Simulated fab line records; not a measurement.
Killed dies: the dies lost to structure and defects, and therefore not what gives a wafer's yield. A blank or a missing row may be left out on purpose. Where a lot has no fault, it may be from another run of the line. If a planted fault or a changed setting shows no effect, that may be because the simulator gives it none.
Matching of chambers | flow nand-harc | NHARC_A_DECK1_JOINT_CMP_13 on cmp-03 has 4 sister chambers
The step polishes, target thk 51.023 nm. 4 wafers are shown with their chamber, then 9 later ones without.

== WAFERS WITH THEIR CHAMBER ==
wafer  | chamber | motor-current-A (A)
L087.1 | 1       | 13.3
L088.1 | 2       | 10.8
L089.5 | 0       | 11.8
L089.6 | 3       | 12.6

== WAFERS WITH NO CHAMBER GIVEN ==
wafer  | motor-current-A (A)
L092.1 | 10.9
L092.3 | 11.2
L092.5 | 11.8
L093.2 | 12.6
L093.5 | 12.2
L093.6 | 11.8
L094.2 | 11.0
L094.3 | 12.2
L094.5 | 11.6

== THE CHAMBER EACH PASSED THROUGH ==
wafer  | from the rows above     | in truth
L092.1 | 2                       | 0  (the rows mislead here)
L092.3 | can't be placed: 2 or 0 | 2
L092.5 | 0                       | 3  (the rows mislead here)
L093.2 | 3                       | 3
L093.5 | can't be placed: 0 or 3 | 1
L093.6 | 0                       | 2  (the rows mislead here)
L094.2 | 2                       | 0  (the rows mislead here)
L094.3 | can't be placed: 0 or 3 | 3
L094.5 | 0                       | 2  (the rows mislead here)
Correct placement for 1 of the 9. Unplaceable from these rows: 3, with the true chamber sitting among the candidates in 2. 5 placed wrongly.
How it was worked out, from the rows above alone: a wafer's distance from a chamber is the root of the sum, over the readings, of the square of ((its reading less the chamber's mean) divided by the reading's scatter). If the next closest chamber is less than 2 further off than the closest, the wafer can't be placed; otherwise it belongs to the closest. For every chamber, the mean is computed from those of its wafers that are shown. The scatter (one wafer shown for each chamber): square how far every hidden wafer sits from the nearest shown wafer, average those squares and take the square root.
